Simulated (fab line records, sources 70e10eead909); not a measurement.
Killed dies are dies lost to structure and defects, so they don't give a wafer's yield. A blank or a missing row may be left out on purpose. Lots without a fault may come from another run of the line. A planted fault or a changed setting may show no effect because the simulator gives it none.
fab line records | flow nand_harc
record lots=5 wafers=15 last_day=24
route steps=1159 shown A_SOURCE_PLATE@414 A_ONON_D1@424 A_CHANNEL_HOLE_D1@450
lots that met no fault: from a run of the same line without faults
start_h: hours from the record's first day to the start of the lot's first wafer shown | wait_h: hours since the lot's step before | " the same as in the row above | L1.1+2: a row that stands for several wafers | - no value, or no start given | * or withheld: withheld | < > ~ a bound
route shown NAME@n: a module of which the file shows steps, and the number in the route of the first | usual: mean/standard deviation of fault-free wafers | same: alike in all rows | chamber/n: place in a boat | sites: the reading at each site | _std_site: their standard deviation | _edge_site: outer sites' mean less inner sites' | radius_mm: how far each site lies from the wafer's centre | mask NAME#n: copy n | behind: the tool/chamber that last shaped the wafer | hold: why the lot was held/for how many hours/how that ended | device: the transistor (n, p or np) that didn't switch | end of line: the same wafers' tests at the end of the route | a step without rows: its recipe alone | killed: dies lost to structure and defects at the first sort, not the wafer's yield | map: a wafer's dies, x killed, . not, _ none there
set.NAME: the setting as run; set.NAME@STEP: as run at that earlier step | model.NAME: the simulator's own value behind a step, which no gauge read
lots at some steps of the route; a table a step, a row a wafer
services: from which hour (start_h, from the record's first day; less than 0 if before it) a tool's chamber was out of use, for how many hours, and why
## steps
# step NHARC_A_SOURCE_PLATE_SRD_01
# columns lot.wafer tool chamber start_h wait_h
L074.5+1+3 wet_bench-01 7,1,3 - -
L081.1+2+3 wet_bench-09 5,6,2 - -
L093.5+4+1 wet_bench-05 1,4,5 - -
L094.6+4+2 wet_bench-01 1,2,3 - -
L096.6+2+5 wet_bench-09 4,5,6 - -
# step NHARC_A_SOURCE_PLATE_OXIDE_02
# recipe target_thk_a=100 temp_c=900 ox_time_s=1362 material=SiO2
# columns lot.wafer tool chamber start_h wait_h
L074.1+3+5 furnace-06 0 130.83 -
L081.1+2+3 furnace-01 0 181.31 -
L093.1+4+5 furnace-06 0 252.02 -
L094.2+4+6 furnace-06 0 252.02 -
L096.2+5+6 furnace-06 0 267.73 -
# step NHARC_A_SOURCE_PLATE_THK_MEAS_09
# recipe thk_meas_gauge=ellipsometry
# usual thk_nm=9.9/1.1
# columns lot.wafer tool chamber start_h wait_h thk_nm
L074.1 film_metro-02 - 134.95 0.4 11.8
L074.3 " - " " 10.0
L074.5 " - " " 10.9
L081.1 film_metro-01 - 185.38 0.4 10.7
L081.2 " - " " 9.5
L081.3 " - " " 8.7
L093.1 film_metro-02 - 256.10 0.4 9.8
L093.4 " - " " 10.2
L093.5 " - " " 10.2
L094.2 film_metro-01 - 256.10 0.4 9.3
L094.4 " - " " 10.6
L094.6 " - " " 9.2
L096.2 film_metro-01 - 271.84 0.4 11.2
L096.5 " - " " 9.0
L096.6 " - " " 8.7
# step NHARC_A_SOURCE_PLATE_PVD_04
# recipe target_thk_a=500 material=WSi2
# columns lot.wafer tool chamber start_h wait_h
L074.1+3+5 pvd_sputter-03 - 135.02 0.1
L081.2+3+1 pvd_sputter-01 - 185.44 0.1
L093.1+4+5 pvd_sputter-03 - 256.16 0.1
L094.4+2+6 pvd_sputter-02 - 256.19 0.1
L096.2+5+6 pvd_sputter-03 - 271.90 0.1
# step NHARC_A_SOURCE_PLATE_CVD_03
# recipe target_thk_a=2000 temp_c=620 pressure_mtorr=200 time_s=4000 material=poly-Si
# columns lot.wafer tool chamber start_h wait_h
L074.1+3+5 lpcvd_poly-01 0 137.51 -
L081.1+2+3 lpcvd_poly-03 0 187.95 -
L093.1+4+5 lpcvd_poly-01 0 258.67 -
L094.2+4+6 lpcvd_poly-01 0 258.67 -
L096.2+5+6 lpcvd_poly-03 0 274.41 -
# step NHARC_A_SOURCE_PLATE_ANNEAL_05
# recipe temp_c=850 time_s=1800
# columns lot.wafer tool chamber start_h wait_h
L074.1+3+5 furnace-01 0 143.77 3.2
L081.1+2+3 furnace-01 0 194.32 3.3
L093.1+4+5 furnace-01 0 264.95 3.2
L094.2+4+6 furnace-01 0 264.95 3.2
L096.2+5+6 furnace-05 0 281.54 4.0
# step NHARC_A_SOURCE_PLATE_THK_MEAS_06
# recipe thk_meas_gauge=ellipsometry
# usual thk_nm=199.3/1.8
# columns lot.wafer tool chamber start_h wait_h thk_nm
L074.1 film_metro-02 - 147.77 0.4 201.3
L074.3 " - " " 201.4
L074.5 " - " " 199.9
L081.1 film_metro-01 - 198.33 0.4 201.9
L081.2 " - " " 198.5
L081.3 " - " " 200.7
L094.2 film_metro-01 - 268.94 0.4 196.4
L094.4 " - " " 196.5
L094.6 " - " " 196.7
L093.1 film_metro-01 - 268.95 0.4 196.4
L093.4 " - " " 196.0
L093.5 " - " " 196.1
L096.2 film_metro-02 - 285.52 0.4 200.8
L096.5 " - " " 199.2
L096.6 " - " " 197.8
# step NHARC_A_SOURCE_PLATE_INSPECT_08
# usual raw_defect_count=53/21
# columns lot.wafer tool chamber start_h wait_h raw_defect_count
L074.1 defect_inspect-02 - 147.83 0.0 47
L074.3 " - " " 52
L074.5 " - " " 67
L081.1 defect_inspect-01 - 198.41 0.0 56
L081.2 " - " " 56
L081.3 " - " " 73
L094.2 defect_inspect-02 - 269.01 0.0 39
L094.4 " - " " 40
L094.6 " - " " 37
L093.1 defect_inspect-02 - 269.03 0.0 40
L093.4 " - " " 41
L093.5 " - " " 18
L096.2 defect_inspect-01 - 285.58 0.0 130
L096.5 " - " " 82
L096.6 " - " " 91
# step NHARC_A_ONON_D1_DEP_00
# recipe target_thk_a=10000 n2_flow_sccm=2750 n2o_flow_sccm=2000 nh3_flow_sccm=500 sih4_flow_sccm=210 temp_c=400
# columns lot.wafer tool chamber start_h wait_h
L074.1+3+5 pecvd_onon-02 0 147.90 0.1
L081.1+2+3 pecvd_onon-04 0 198.48 0.1
L093.1+4+5 pecvd_onon-04 0 269.11 0.1
L094.2+4+6 pecvd_onon-01 0 269.13 0.1
L096.2+5+6 pecvd_onon-01 0 285.71 0.1
# step NHARC_A_ONON_D1_THK_MEAS_02
# recipe thk_meas_gauge=ellipsometry
# usual thk_nm=999/9.4
# columns lot.wafer tool chamber start_h wait_h thk_nm
L074.1 film_metro-02 - 148.41 - 1006
L074.3 " - " " 1005
L074.5 " - " " 1005
L081.1 film_metro-02 - 198.99 - 994
L081.2 " - " " 993
L081.3 " - " " 992
L094.2 film_metro-01 - 269.58 - 983
L094.4 " - " " 986
L094.6 " - " " 984
L093.1 film_metro-01 - 269.63 - 983
L093.4 " - " " 983
L093.5 " - " " 982
L096.2 film_metro-02 - 286.16 - 998
L096.5 " - " " 999
L096.6 " - " " 997
# step NHARC_A_ONON_D1_DEP_03
# recipe target_thk_a=10000 n2_flow_sccm=2750 n2o_flow_sccm=2000 nh3_flow_sccm=500 sih4_flow_sccm=210 temp_c=400
# columns lot.wafer tool chamber start_h wait_h
L074.1+3+5 pecvd_onon-04 0 148.56 0.1
L081.1+2+3 pecvd_onon-04 0 199.05 0.1
L093.1+4+5 pecvd_onon-04 0 269.68 0.1
L094.2+4+6 pecvd_onon-01 0 269.70 0.1
L096.2+5+6 pecvd_onon-01 0 286.28 0.1
# step NHARC_A_ONON_D1_THK_MEAS_05
# recipe thk_meas_gauge=ellipsometry
# usual thk_nm=999/8.8
# columns lot.wafer tool chamber start_h wait_h thk_nm
L074.1 film_metro-01 - 149.07 - 1002
L074.3 " - " " 1002
L074.5 " - " " 1002
L081.1 film_metro-02 - 199.56 - 990
L081.2 " - " " 990
L081.3 " - " " 991
L094.2 film_metro-02 - 270.15 - 998
L094.4 " - " " 997
L094.6 " - " " 999
L093.1 film_metro-01 - 270.19 - 998
L093.4 " - " " 996
L093.5 " - " " 995
L096.2 film_metro-02 - 286.72 - 1010
L096.5 " - " " 1008
L096.6 " - " " 1007
# step NHARC_A_ONON_D1_DEP_06
# recipe target_thk_a=10000 n2_flow_sccm=2750 n2o_flow_sccm=2000 nh3_flow_sccm=500 sih4_flow_sccm=210 temp_c=400
# columns lot.wafer tool chamber start_h wait_h
L074.1+3+5 pecvd_onon-01 0 149.13 0.1
L081.1+2+3 pecvd_onon-02 0 199.96 0.4
L094.2+4+6 pecvd_onon-02 0 270.26 0.1
L093.1+4+5 pecvd_onon-01 0 270.35 0.2
L096.2+5+6 pecvd_onon-01 0 286.84 0.1
# step NHARC_A_ONON_D1_THK_MEAS_08
# recipe thk_meas_gauge=ellipsometry
# usual thk_nm=1000/9.4
# columns lot.wafer tool chamber start_h wait_h thk_nm
L074.1 film_metro-01 - 149.63 - 1003
L074.3 " - " " 1004
L074.5 " - " " 1003
L081.1 film_metro-02 - 200.48 - 989
L081.2 " - " " 986
L081.3 " - " " 988
L094.2 film_metro-02 - 270.71 - 1009
L094.4 " - " " 1009
L094.6 " - " " 1008
L093.1 film_metro-02 - 270.86 - 1016
L093.4 " - " " 1015
L093.5 " - " " 1015
L096.2 film_metro-02 - 287.29 - 1013
L096.5 " - " " 1014
L096.6 " - " " 1014
# step NHARC_A_ONON_D1_DEP_09
# recipe target_thk_a=10000 n2_flow_sccm=2750 n2o_flow_sccm=2000 nh3_flow_sccm=500 sih4_flow_sccm=210 temp_c=400
# columns lot.wafer tool chamber start_h wait_h
L074.1+3+5 pecvd_onon-02 0 149.69 0.1
L081.1+2+3 pecvd_onon-04 0 200.53 0.1
L094.2+4+6 pecvd_onon-04 0 270.82 0.1
L093.1+4+5 pecvd_onon-02 0 270.92 0.1
L096.2+5+6 pecvd_onon-01 0 287.40 0.1
# step NHARC_A_ONON_D1_THK_MEAS_11
# recipe thk_meas_gauge=ellipsometry
# usual thk_nm=1000/8.5
# columns lot.wafer tool chamber start_h wait_h thk_nm
L074.1 film_metro-02 - 150.20 - 1000
L074.3 " - " " 1001
L074.5 " - " " 997
L081.1 film_metro-02 - 201.04 - 1007
L081.2 " - " " 1008
L081.3 " - " " 1006
L094.2 film_metro-01 - 271.27 - 992
L094.4 " - " " 992
L094.6 " - " " 992
L093.1 film_metro-01 - 271.43 - 1001
L093.4 " - " " 1002
L093.5 " - " " 1002
L096.2 film_metro-02 - 287.85 - 1010
L096.5 " - " " 1012
L096.6 " - " " 1009
# step NHARC_A_ONON_D1_DEP_12
# recipe target_thk_a=10000 n2_flow_sccm=2750 n2o_flow_sccm=2000 nh3_flow_sccm=500 sih4_flow_sccm=210 temp_c=400
# columns lot.wafer tool chamber start_h wait_h
L074.1+3+5 pecvd_onon-04 0 150.26 0.1
L081.1+2+3 pecvd_onon-02 0 201.10 0.1
L094.2+4+6 pecvd_onon-01 0 271.38 0.1
L093.1+4+5 pecvd_onon-04 0 271.48 0.1
L096.2+5+6 pecvd_onon-02 0 287.97 0.1
# step NHARC_A_ONON_D1_THK_MEAS_14
# recipe thk_meas_gauge=ellipsometry
# usual thk_nm=1001/9.6
# columns lot.wafer tool chamber start_h wait_h thk_nm
L074.1 film_metro-01 - 150.78 - 1008
L074.3 " - " " 1010
L074.5 " - " " 1010
L081.1 film_metro-01 - 201.60 - 1005
L081.2 " - " " 1007
L081.3 " - " " 1006
L094.2 film_metro-01 - 271.84 - 999
L094.4 " - " " 1000
L094.6 " - " " 998
L093.1 film_metro-01 - 271.99 - 991
L093.4 " - " " 992
L093.5 " - " " 992
L096.2 film_metro-01 - 288.41 - 990
L096.5 " - " " 991
L096.6 " - " " 991
# step NHARC_A_ONON_D1_ANNEAL_15
# recipe temp_c=750 time_s=3600
# columns lot.wafer tool chamber start_h wait_h
L074.1+3+5 furnace-07 0 156.41 5.6
L081.1+2+3 furnace-07 0 203.97 2.4
L093.1+4+5 furnace-07 0 274.55 2.6
L094.2+4+6 furnace-07 0 274.55 2.7
L096.2+5+6 furnace-07 0 293.22 4.8
# step NHARC_A_ONON_D1_DEP_16
# recipe target_thk_a=10000 n2_flow_sccm=2750 n2o_flow_sccm=2000 nh3_flow_sccm=500 sih4_flow_sccm=210 temp_c=400
# columns lot.wafer tool chamber start_h wait_h
L074.1+3+5 pecvd_onon-04 0 160.28 0.1
L081.1+2+3 pecvd_onon-02 0 207.84 0.1
L093.1+4+5 pecvd_onon-01 0 278.43 0.1
L094.2+4+6 pecvd_onon-04 0 278.47 0.1
L096.2+5+6 pecvd_onon-01 0 297.17 0.1
# step NHARC_A_ONON_D1_THK_MEAS_18
# recipe thk_meas_gauge=ellipsometry
# usual thk_nm=997/10
# columns lot.wafer tool chamber start_h wait_h thk_nm
L074.1 film_metro-01 - 160.79 - 989
L074.3 " - " " 990
L074.5 " - " " 989
L081.1 film_metro-01 - 208.35 - 995
L081.2 " - " " 993
L081.3 " - " " 994
L094.2 film_metro-02 - 278.93 - 997
L094.4 " - " " 993
L094.6 " - " " 994
L093.1 film_metro-01 - 278.93 - 1006
L093.4 " - " " 1006
L093.5 " - " " 1008
L096.2 film_metro-01 - 297.62 - 994
L096.5 " - " " 993
L096.6 " - " " 994
# step NHARC_A_ONON_D1_DEP_19
# recipe target_thk_a=10000 n2_flow_sccm=2750 n2o_flow_sccm=2000 nh3_flow_sccm=500 sih4_flow_sccm=210 temp_c=400
# columns lot.wafer tool chamber start_h wait_h
L074.1+3+5 pecvd_onon-01 0 160.85 0.1
L081.1+2+3 pecvd_onon-01 0 208.40 0.1
L093.1+4+5 pecvd_onon-01 0 278.99 0.1
L094.2+4+6 pecvd_onon-04 0 279.04 0.1
L096.2+5+6 pecvd_onon-04 0 297.73 0.1
# step NHARC_A_ONON_D1_THK_MEAS_21
# recipe thk_meas_gauge=ellipsometry
# usual thk_nm=998/11
# columns lot.wafer tool chamber start_h wait_h thk_nm
L074.1 film_metro-01 - 161.36 - 1010
L074.3 " - " " 1012
L074.5 " - " " 1010
L081.1 film_metro-01 - 208.91 - 984
L081.2 " - " " 984
L081.3 " - " " 982
L094.2 film_metro-01 - 279.50 - 996
L094.4 " - " " 997
L094.6 " - " " 996
L093.1 film_metro-02 - 279.50 - 997
L093.4 " - " " 997
L093.5 " - " " 998
L096.2 film_metro-01 - 298.18 - 1006
L096.5 " - " " 1005
L096.6 " - " " 1005
# step NHARC_A_ONON_D1_DEP_22
# recipe target_thk_a=10000 n2_flow_sccm=2750 n2o_flow_sccm=2000 nh3_flow_sccm=500 sih4_flow_sccm=210 temp_c=400
# columns lot.wafer tool chamber start_h wait_h
L074.1+3+5 pecvd_onon-04 0 161.41 0.1
L081.1+2+3 pecvd_onon-02 0 208.98 0.1
L093.1+4+5 pecvd_onon-01 0 279.56 0.1
L094.2+4+6 pecvd_onon-04 0 279.61 0.1
L096.2+5+6 pecvd_onon-01 0 298.29 0.1
# step NHARC_A_ONON_D1_THK_MEAS_24
# recipe thk_meas_gauge=ellipsometry
# usual thk_nm=1002/12
# columns lot.wafer tool chamber start_h wait_h thk_nm
L074.1 film_metro-02 - 161.92 - 1008
L074.3 " - " " 1008
L074.5 " - " " 1007
L081.1 film_metro-02 - 209.49 - 988
L081.2 " - " " 987
L081.3 " - " " 987
L094.2 film_metro-02 - 280.06 - 994
L094.4 " - " " 990
L094.6 " - " " 993
L093.1 film_metro-01 - 280.07 - 1012
L093.4 " - " " 1010
L093.5 " - " " 1011
L096.2 film_metro-01 - 298.74 - 1007
L096.5 " - " " 1005
L096.6 " - " " 1008
# step NHARC_A_ONON_D1_DEP_25
# recipe target_thk_a=10000 n2_flow_sccm=2750 n2o_flow_sccm=2000 nh3_flow_sccm=500 sih4_flow_sccm=210 temp_c=400
# columns lot.wafer tool chamber start_h wait_h
L074.1+3+5 pecvd_onon-02 0 161.98 0.1
L081.1+2+3 pecvd_onon-04 0 209.55 0.1
L093.1+4+5 pecvd_onon-01 0 280.13 0.1
L094.2+4+6 pecvd_onon-04 0 280.18 0.1
L096.2+5+6 pecvd_onon-04 0 298.86 0.1
# step NHARC_A_ONON_D1_THK_MEAS_27
# recipe thk_meas_gauge=ellipsometry
# usual thk_nm=997/12
# columns lot.wafer tool chamber start_h wait_h thk_nm
L074.1 film_metro-02 - 162.49 - 995
L074.3 " - " " 993
L074.5 " - " " 995
L081.1 film_metro-02 - 210.06 - 988
L081.2 " - " " 989
L081.3 " - " " 987
L093.1 film_metro-02 - 280.64 - 984
L093.4 " - " " 986
L093.5 " - " " 987
L094.2 film_metro-01 - 280.65 - 987
L094.4 " - " " 986
L094.6 " - " " 986
L096.2 film_metro-01 - 299.31 - 1007
L096.5 " - " " 1005
L096.6 " - " " 1008
# step NHARC_A_ONON_D1_DEP_28
# recipe target_thk_a=10000 n2_flow_sccm=2750 n2o_flow_sccm=2000 nh3_flow_sccm=500 sih4_flow_sccm=210 temp_c=400
# columns lot.wafer tool chamber start_h wait_h
L074.1+3+5 pecvd_onon-01 0 162.54 0.1
L081.1+2+3 pecvd_onon-02 0 210.12 0.1
L093.1+4+5 pecvd_onon-02 0 280.70 0.1
L094.2+4+6 pecvd_onon-01 0 280.77 0.1
L096.2+5+6 pecvd_onon-01 0 299.42 0.1
# step NHARC_A_ONON_D1_THK_MEAS_30
# recipe thk_meas_gauge=ellipsometry
# usual thk_nm=998/10
# columns lot.wafer tool chamber start_h wait_h thk_nm
L074.1 film_metro-02 - 163.06 - 1009
L074.3 " - " " 1010
L074.5 " - " " 1010
L081.1 film_metro-01 - 210.62 - 995
L081.2 " - " " 997
L081.3 " - " " 997
L093.1 film_metro-02 - 281.21 - 1016
L093.4 " - " " 1016
L093.5 " - " " 1017
L094.2 film_metro-01 - 281.23 - 995
L094.4 " - " " 997
L094.6 " - " " 994
L096.2 film_metro-01 - 299.87 - 993
L096.5 " - " " 993
L096.6 " - " " 993
# step NHARC_A_ONON_D1_DEP_33
# recipe target_thk_a=2000 temp_c=400 pressure_torr=6.5 rf_w=900 teos_flow_sccm=161.4 flow_sccm=2650 target_thk_nm=200 gas=O2 material=SiO2
# usual heater_power_w=591/86 throttle_valve_pct=16.2/0.58
# columns lot.wafer tool chamber start_h wait_h heater_power_w throttle_valve_pct
L074.1 pecvd-01 1 163.16 0.1 548 15.6
L074.3 " 2 " " 593 15.5
L074.5 " 0 " " 448 16.7
L081.3 pecvd-03 2 210.68 0.1 730 16.1
L081.1 " 0 " " 444 16.4
L081.2 " 1 " " 508 16.0
L093.1 pecvd-02 2 281.26 0.1 595 16.5
L093.5 " 0 " " 690 15.4
L093.4 " 1 " " 593 17.2
L094.2 pecvd-01 2 281.33 0.1 575 15.3
L094.4 " 2 " " 587 15.7
L094.6 " 0 " " 540 16.3
L096.2 pecvd-02 1 299.93 0.1 502 17.2
L096.6 " 1 " " 517 17.0
L096.5 " 0 " " 682 15.4
# step NHARC_A_ONON_D1_THK_MEAS_34
# recipe thk_meas_gauge=ellipsometry
# usual thk_nm=200.2/2.6
# columns lot.wafer tool chamber start_h wait_h thk_nm
L074.1 film_metro-02 - 163.53 - 201.4
L074.3 " - " " 198.4
L074.5 " - " " 200.5
L081.1 film_metro-02 - 211.10 - 199.0
L081.2 " - " " 199.2
L081.3 " - " " 198.0
L093.1 film_metro-01 - 281.68 - 198.5
L093.4 " - " " 202.5
L093.5 " - " " 203.1
L094.2 film_metro-01 - 281.70 - 199.7
L094.4 " - " " 202.6
L094.6 " - " " 198.4
L096.2 film_metro-01 - 300.35 - 196.3
L096.5 " - " " 197.1
L096.6 " - " " 197.9
# step NHARC_A_ONON_D1_INSPECT_32
# usual raw_defect_count=65/22
# columns lot.wafer tool chamber start_h wait_h raw_defect_count
L074.1 defect_inspect-02 - 163.59 0.0 57
L074.3 " - " " 63
L074.5 " - " " 72
L081.1 defect_inspect-01 - 211.18 0.0 67
L081.2 " - " " 72
L081.3 " - " " 81
L093.1 defect_inspect-02 - 281.74 0.0 48
L093.4 " - " " 48
L093.5 " - " " 25
L094.2 defect_inspect-02 - 281.77 0.0 53
L094.4 " - " " 61
L094.6 " - " " 69
L096.2 defect_inspect-02 - 300.41 0.0 144
L096.5 " - " " 94
L096.6 " - " " 109
# step NHARC_A_CHANNEL_HOLE_D1_DEP_00
# recipe target_thk_a=31000 temp_c=400 material=aC
# usual throttle_valve_pct=35.000/0.0092
# columns lot.wafer tool chamber start_h wait_h throttle_valve_pct
L074.1 acl_dep-03 0 163.97 0.4 35.008
L074.3 " 0 " " 35.000
L074.5 " 0 " " 35.000
L081.1 acl_dep-02 0 211.25 0.1 35.003
L081.2 " 0 " " 34.998
L081.3 " 0 " " 34.998
L093.1 acl_dep-01 0 281.81 0.1 34.989
L093.4 " 0 " " 35.013
L093.5 " 0 " " 34.997
L094.2 acl_dep-03 0 283.21 1.4 34.993
L094.4 " 0 " " 34.983
L094.6 " 0 " " 34.995
L096.2 acl_dep-02 0 304.22 3.8 35.011
L096.5 " 0 " " 34.990
L096.6 " 0 " " 35.005
# step NHARC_A_CHANNEL_HOLE_D1_DEP_01
# recipe target_thk_a=1400 target_thk_nm=140 temp_c=400 pressure_torr=3.5 flow_sccm=200 rf_w=350 material=SiON
# usual heater_power_w=786/67
# columns lot.wafer tool chamber start_h wait_h heater_power_w
L074.1 pecvd-01 2 165.89 1.6 811
L074.3 " 1 " " 730
L074.5 " 1 " " 753
L081.3 pecvd-02 1 213.17 1.0 790
L081.2 " 2 " " 804
L081.1 " 0 " " 899
L093.1 pecvd-04 0 283.72 1.6 804
L093.4 " 0 " " 847
L093.5 " 0 " " 833
L094.2 pecvd-04 2 284.87 1.3 750
L094.4 " 0 " " 806
L094.6 " 2 " " 760
L096.2 pecvd-04 1 305.81 1.3 891
L096.5 " 1 " " 886
L096.6 " 2 " " 774
# step NHARC_A_CHANNEL_HOLE_D1_DEHYDRATE_02
# recipe temp_c=150 time_s=120
# columns lot.wafer tool chamber start_h wait_h
L074.1+3+5 litho_track-04 0 166.16 0.2
L081.1+2+3 litho_track-06 0 213.44 0.2
L093.1+4+5 litho_track-01 0 284.08 0.3
L094.2+4+6 litho_track-01 0 285.18 0.3
L096.2+5+6 litho_track-01 0 306.08 0.2
# step NHARC_A_CHANNEL_HOLE_D1_HMDS_03
# recipe time_s=30
# columns lot.wafer tool chamber start_h wait_h
L074.1+3+5 litho_track-04 0 - -
L081.1+2+3 litho_track-06 0 - -
L093.1+4+5 litho_track-01 0 - -
L094.2+4+6 litho_track-01 0 - -
L096.2+5+6 litho_track-01 0 - -
# step NHARC_A_CHANNEL_HOLE_D1_COAT_36
# recipe temp_c=260 time_s=75
# columns lot.wafer tool chamber start_h wait_h
L074.1+3+5 litho_track-04 0 - -
L081.1+2+3 litho_track-06 0 - -
L093.1+4+5 litho_track-01 0 - -
L094.2+4+6 litho_track-01 0 - -
L096.2+5+6 litho_track-01 0 - -
# step NHARC_A_CHANNEL_HOLE_D1_COAT_37
# recipe temp_c=225 time_s=65
# columns lot.wafer tool chamber start_h wait_h
L074.1+3+5 litho_track-04 0 - -
L081.1+2+3 litho_track-06 0 - -
L093.1+4+5 litho_track-01 0 - -
L094.2+4+6 litho_track-01 0 - -
L096.2+5+6 litho_track-01 0 - -
# step NHARC_A_CHANNEL_HOLE_D1_COAT_04
# recipe spin_rpm=1500 resist_thk_nm=90
# columns lot.wafer tool chamber start_h wait_h
L074.1+3+5 litho_track-04 0 - -
L081.1+2+3 litho_track-06 0 - -
L093.1+4+5 litho_track-01 0 - -
L094.2+4+6 litho_track-01 0 - -
L096.2+5+6 litho_track-01 0 - -
# step NHARC_A_CHANNEL_HOLE_D1_SOFTBAKE_05
# recipe temp_c=105 time_s=55
# columns lot.wafer tool chamber start_h wait_h
L074.1+3+5 litho_track-04 0 - -
L081.1+2+3 litho_track-06 0 - -
L093.1+4+5 litho_track-01 0 - -
L094.2+4+6 litho_track-01 0 - -
L096.2+5+6 litho_track-01 0 - -
# step NHARC_A_CHANNEL_HOLE_D1_EBR_06
# columns lot.wafer tool chamber start_h wait_h
L074.1+3+5 litho_track-04 0 - -
L081.1+2+3 litho_track-06 0 - -
L093.1+4+5 litho_track-01 0 - -
L094.2+4+6 litho_track-01 0 - -
L096.2+5+6 litho_track-01 0 - -
# step NHARC_A_CHANNEL_HOLE_D1_EXPOSE_07
# recipe na=1.35 target_cd_nm=100 sigma_outer=0.3 dose_mj=59.65 mask_id=HOLE_D1
# same na=1.35
# columns lot.wafer tool chamber start_h wait_h mask
L074.1+3+5 arfi_scanner-01 0 166.47 - HOLE_D1#0
L081.1+2+3 arfi_scanner-01 0 213.62 - HOLE_D1#0
L093.1+4+5 arfi_scanner-01 0 284.39 - HOLE_D1#0
L094.2+4+6 arfi_scanner-02 0 285.49 - HOLE_D1#0
L096.2+5+6 arfi_scanner-03 0 306.27 - HOLE_D1#0
# step NHARC_A_CHANNEL_HOLE_D1_PEB_08
# recipe peb_temp_c=100 peb_time_s=65
# columns lot.wafer tool chamber start_h wait_h
L074.1+3+5 litho_track-06 0 166.53 0.1
L081.1+2+3 litho_track-04 0 213.68 0.1
L093.1+4+5 litho_track-06 0 284.45 0.1
L094.2+4+6 litho_track-04 0 285.55 0.1
L096.2+5+6 litho_track-06 0 306.33 0.1
# step NHARC_A_CHANNEL_HOLE_D1_DEVELOP_09
# recipe develop_time_s=35 dev_temp_c=23
# columns lot.wafer tool chamber start_h wait_h
L074.1+3+5 litho_track-06 0 - -
L081.1+2+3 litho_track-04 0 - -
L093.1+4+5 litho_track-06 0 - -
L094.2+4+6 litho_track-04 0 - -
L096.2+5+6 litho_track-06 0 - -
# step NHARC_A_CHANNEL_HOLE_D1_CD_MEAS_10
# recipe target_cd_nm=100 landing_energy_ev=500
# usual cd_nm=100.0/0.48
# columns lot.wafer tool chamber start_h wait_h cd_nm
L074.1 cd_sem-01 0 166.61 - 100.3
L074.3 " 0 " " 99.5
L074.5 " 0 " " 99.7
L081.1 cd_sem-01 0 213.76 - 99.8
L081.2 " 0 " " 99.2
L081.3 " 0 " " 100.0
L093.1 cd_sem-02 0 284.53 - 99.9
L093.4 " 0 " " 100.0
L093.5 " 0 " " 99.4
L094.2 cd_sem-02 0 285.63 - 100.3
L094.4 " 0 " " 100.7
L094.6 " 0 " " 100.0
L096.2 cd_sem-01 0 306.41 - 100.3
L096.5 " 0 " " 99.6
L096.6 " 0 " " 99.7
# step NHARC_A_CHANNEL_HOLE_D1_OVL_MEAS_11
# usual overlay_x_nm=0.0/0.96 overlay_y_nm=-0.2/0.85
# columns lot.wafer tool chamber start_h wait_h overlay_x_nm overlay_y_nm
L074.1 overlay-02 - 166.70 - -0.1 -0.7
L074.3 " - " " -0.1 -0.8
L074.5 " - " " -0.2 -0.7
L081.1 overlay-01 - 213.85 - -0.3 0.2
L081.2 " - " " -0.6 0.3
L081.3 " - " " -0.9 -0.1
L093.1 overlay-01 - 284.62 - 0.3 -1.6
L093.4 " - " " 0.0 -2.0
L093.5 " - " " 0.5 -1.4
L094.2 overlay-01 - 285.72 - -1.2 1.0
L094.4 " - " " -1.3 0.9
L094.6 " - " " -0.8 1.0
L096.2 overlay-02 - 306.50 - 1.2 -0.1
L096.5 " - " " 1.1 -0.1
L096.6 " - " " 2.0 -0.7
# step NHARC_A_CHANNEL_HOLE_D1_INSPECT_12
# usual raw_defect_count=5.0/2.5
# columns lot.wafer tool chamber start_h wait_h raw_defect_count
L074.1 defect_inspect-02 - 166.73 0.0 4
L074.3 " - " " 4
L074.5 " - " " 5
L081.1 defect_inspect-01 - 213.89 0.0 2
L081.2 " - " " 7
L081.3 " - " " 9
L093.1 defect_inspect-02 - 284.65 0.0 6
L093.4 " - " " 2
L093.5 " - " " 4
L094.2 defect_inspect-01 - 285.75 0.0 5
L094.4 " - " " 3
L094.6 " - " " 4
L096.2 defect_inspect-01 - 306.53 0.0 7
L096.5 " - " " 12
L096.6 " - " " 6
# step NHARC_A_CHANNEL_HOLE_D1_DESCUM_15
# recipe time_s=3 o2_flow_sccm=200 ar_flow_sccm=0 bias_power_w=0 chemistry=O2
# usual drypump_motor_current_A=5.8/0.51 oes_product_au=0.998/0.0071 rf_vpp_V=57.7/0.82 showerhead_plenum_p_Torr=1.90/0.044 throttle_valve_pct=11.312/0.0094
# columns lot.wafer tool chamber start_h wait_h drypump_motor_current_A oes_product_au rf_hours_counter_h rf_vpp_V showerhead_plenum_p_Torr throttle_valve_pct
L074.3 rie_diel-09 0 166.80 0.1 6.0 0.990 8 57.4 1.85 11.291
L074.1 " 2 " " 6.3 1.002 8 58.4 1.89 11.317
L074.5 " 3 " " 6.2 0.997 - 58.6 1.98 11.323
L081.2 rie_diel-03 0 213.95 0.1 4.9 1.005 10 58.9 1.95 11.309
L081.3 " 1 " " 5.9 1.009 9 57.4 1.88 11.300
L081.1 " 3 " " 5.4 1.007 9 59.2 1.93 11.311
L093.4 rie_diel-09 2 284.73 0.1 6.3 0.985 1 58.4 1.89 11.304
L093.1 " 3 " " 6.2 0.979 1 57.6 1.98 11.303
L093.5 " 1 " " 6.1 0.989 - 56.7 1.85 11.306
L094.2 rie_diel-09 3 285.81 0.1 6.2 0.984 1 58.0 1.98 11.307
L094.4 " 2 " " 6.2 0.998 2 59.2 1.89 11.319
L094.6 " 3 " " 6.2 0.999 - 59.7 1.98 11.312
L096.2 rie_diel-09 3 306.59 0.1 6.2 0.988 4 58.9 1.98 11.300
L096.6 " 3 " " 6.2 0.982 - 56.9 1.98 11.322
L096.5 " 0 " " 6.0 1.007 - 56.4 1.84 11.315
## services
# columns tool chamber start_h hours kind
lpcvd_poly-01 - 110.82 26.0 pm
pecvd_onon-02 - 111.35 13.0 pm
litho_track-06 - 117.00 7.0 pm
pvd_sputter-03 - 122.19 4.2 repair
pecvd-01 - 122.56 0.9 repair
rie_diel-09 3 126.59 25.4 repair
pecvd-01 2 133.59 4.1 repair
rie_diel-09 1 134.57 4.0 repair
litho_track-04 - 141.00 7.0 pm
rie_diel-09 1 153.34 21.4 repair
furnace-01 - 163.68 15.4 repair
rie_diel-09 2 173.81 23.0 repair
rie_diel-09 - 179.50 0.3 repair
rie_diel-09 - 181.03 1.2 repair
pecvd_onon-01 - 195.16 13.0 pm
furnace-06 - 198.00 26.0 pm
rie_diel-09 2 198.93 2.1 repair
rie_diel-09 3 228.41 9.7 repair
pecvd_onon-04 - 237.00 13.0 pm
pecvd_onon-02 - 247.08 3.0 repair
rie_diel-09 - 254.10 9.0 pm
litho_track-01 - 268.00 7.0 pm
litho_track-06 - 292.00 7.0 pm
pecvd_onon-02 - 292.35 13.0 pm
## key
fault none
